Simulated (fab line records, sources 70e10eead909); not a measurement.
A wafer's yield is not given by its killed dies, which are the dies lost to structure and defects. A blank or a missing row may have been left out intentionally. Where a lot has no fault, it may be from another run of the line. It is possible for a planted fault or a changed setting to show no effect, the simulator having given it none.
Matching of chambers :: flow nandHarc :: rieDiel-07 running NHARC_A_STAIRCASE_DESCUM_252: 4 sister chambers
The step chemistry O2, time 3 s. 20 wafers are shown with their chamber, then 10 later ones without.

## WAFERS WITH THEIR CHAMBER
wafer: L074.3
chamber: 1
drypumpMotorCurrentA (A): 5.5
showerheadPlenumPTorr (Torr): 1.88
rfVppV (V): 56.0

wafer: L074.4
chamber: 2
drypumpMotorCurrentA (A): 5.6
showerheadPlenumPTorr (Torr): 1.91
rfVppV (V): 58.8

wafer: L074.6
chamber: 0
drypumpMotorCurrentA (A): 5.8
showerheadPlenumPTorr (Torr): 2.00
rfVppV (V): 58.8

wafer: L078.2
chamber: 0
drypumpMotorCurrentA (A): 5.8
showerheadPlenumPTorr (Torr): 1.99
rfVppV (V): 58.5

wafer: L078.4
chamber: 3
drypumpMotorCurrentA (A): 6.0
showerheadPlenumPTorr (Torr): 1.95
rfVppV (V): 58.8

wafer: L078.6
chamber: 3
drypumpMotorCurrentA (A): 6.0
showerheadPlenumPTorr (Torr): 1.95
rfVppV (V): 59.1

wafer: L082.1
chamber: 0
drypumpMotorCurrentA (A): 5.8
showerheadPlenumPTorr (Torr): 1.99
rfVppV (V): 58.8

wafer: L082.4
chamber: 1
drypumpMotorCurrentA (A): 5.5
showerheadPlenumPTorr (Torr): 1.87
rfVppV (V): 57.9

wafer: L082.6
chamber: 1
drypumpMotorCurrentA (A): 5.5
showerheadPlenumPTorr (Torr): 1.87
rfVppV (V): 57.5

wafer: L089.1
chamber: 3
drypumpMotorCurrentA (A): 6.0
showerheadPlenumPTorr (Torr): 1.94
rfVppV (V): 57.4

wafer: L089.4
chamber: 2
drypumpMotorCurrentA (A): 5.6
showerheadPlenumPTorr (Torr): 1.89
rfVppV (V): 58.6

wafer: L089.6
chamber: 3
drypumpMotorCurrentA (A): 6.0
showerheadPlenumPTorr (Torr): 1.94
rfVppV (V): 58.2

wafer: L089.2
chamber: 0
drypumpMotorCurrentA (A): 5.8
showerheadPlenumPTorr (Torr): 1.98
rfVppV (V): 57.7

wafer: L089.3
chamber: 1
drypumpMotorCurrentA (A): 5.5
showerheadPlenumPTorr (Torr): 1.87
rfVppV (V): 57.8

wafer: L089.5
chamber: 2
drypumpMotorCurrentA (A): 5.6
showerheadPlenumPTorr (Torr): 1.89
rfVppV (V): 58.8

wafer: L088.2
chamber: 0
drypumpMotorCurrentA (A): 5.7
showerheadPlenumPTorr (Torr): 1.98
rfVppV (V): 57.0

wafer: L088.5
chamber: 1
drypumpMotorCurrentA (A): 5.5
showerheadPlenumPTorr (Torr): 1.87
rfVppV (V): 56.9

wafer: L088.6
chamber: 0
drypumpMotorCurrentA (A): 5.8
showerheadPlenumPTorr (Torr): 1.98
rfVppV (V): 57.2

wafer: L090.1
chamber: 1
drypumpMotorCurrentA (A): 5.5
showerheadPlenumPTorr (Torr): 1.87
rfVppV (V): 57.6

wafer: L090.2
chamber: 0
drypumpMotorCurrentA (A): 5.8
showerheadPlenumPTorr (Torr): 1.98
rfVppV (V): 58.3

SIGNATURES (averages over the wafers above)
reading: drypumpMotorCurrentA
chamber 0: 5.786
chamber 1: 5.500
chamber 2: 5.600
chamber 3: 6.000
scatter within a chamber: 0.0231

reading: showerheadPlenumPTorr
chamber 0: 1.9857
chamber 1: 1.8717
chamber 2: 1.8967
chamber 3: 1.9450
scatter within a chamber: 0.00717

reading: rfVppV
chamber 0: 58.043
chamber 1: 57.283
chamber 2: 58.733
chamber 3: 58.375
scatter within a chamber: 0.691
Rule: a wafer's distance from a chamber is the root of the sum, over the readings, of the square of ((its reading less the chamber's mean) divided by the reading's scatter). If the next closest chamber is less than 2 further off than the closest, the wafer can't be placed; otherwise it belongs to the closest. The scatter is the square root of a quotient: the sum, over the shown wafers, of each reading's squared deviation from its chamber's mean, divided by wafers minus chambers.

## WAFERS WITHOUT THEIR CHAMBER
wafer: L090.6
drypumpMotorCurrentA (A): 5.8
showerheadPlenumPTorr (Torr): 1.98
rfVppV (V): 58.8

wafer: L093.4
drypumpMotorCurrentA (A): 5.6
showerheadPlenumPTorr (Torr): 1.89
rfVppV (V): 58.3

wafer: L093.5
drypumpMotorCurrentA (A): 5.5
showerheadPlenumPTorr (Torr): 1.86
rfVppV (V): 57.5

wafer: L093.6
drypumpMotorCurrentA (A): 5.6
showerheadPlenumPTorr (Torr): 1.89
rfVppV (V): 57.1

wafer: L097.3
drypumpMotorCurrentA (A): 5.6
showerheadPlenumPTorr (Torr): 1.88
rfVppV (V): 59.0

wafer: L097.4
drypumpMotorCurrentA (A): 5.8
showerheadPlenumPTorr (Torr): 1.97
rfVppV (V): 58.2

wafer: L097.6
drypumpMotorCurrentA (A): 5.6
showerheadPlenumPTorr (Torr): 1.88
rfVppV (V): 59.0

wafer: L097.1
drypumpMotorCurrentA (A): 6.0
showerheadPlenumPTorr (Torr): 1.93
rfVppV (V): 58.1

wafer: L097.2
drypumpMotorCurrentA (A): 5.5
showerheadPlenumPTorr (Torr): 1.86
rfVppV (V): 58.1

wafer: L097.5
drypumpMotorCurrentA (A): 6.0
showerheadPlenumPTorr (Torr): 1.93
rfVppV (V): 59.1

## WHICH CHAMBER EACH WENT THROUGH
wafer: L090.6
from the rows above: 0
in truth: 0

wafer: L093.4
from the rows above: 2
in truth: 2

wafer: L093.5
from the rows above: 1
in truth: 1

wafer: L093.6
from the rows above: 2
in truth: 2

wafer: L097.3
from the rows above: 2
in truth: 2

wafer: L097.4
from the rows above: 0
in truth: 0

wafer: L097.6
from the rows above: 2
in truth: 2

wafer: L097.1
from the rows above: 3
in truth: 3

wafer: L097.2
from the rows above: 1
in truth: 1

wafer: L097.5
from the rows above: 3
in truth: 3
10 of 10 placed correctly. Not placeable from these rows: 0. Wrongly placed: 0.
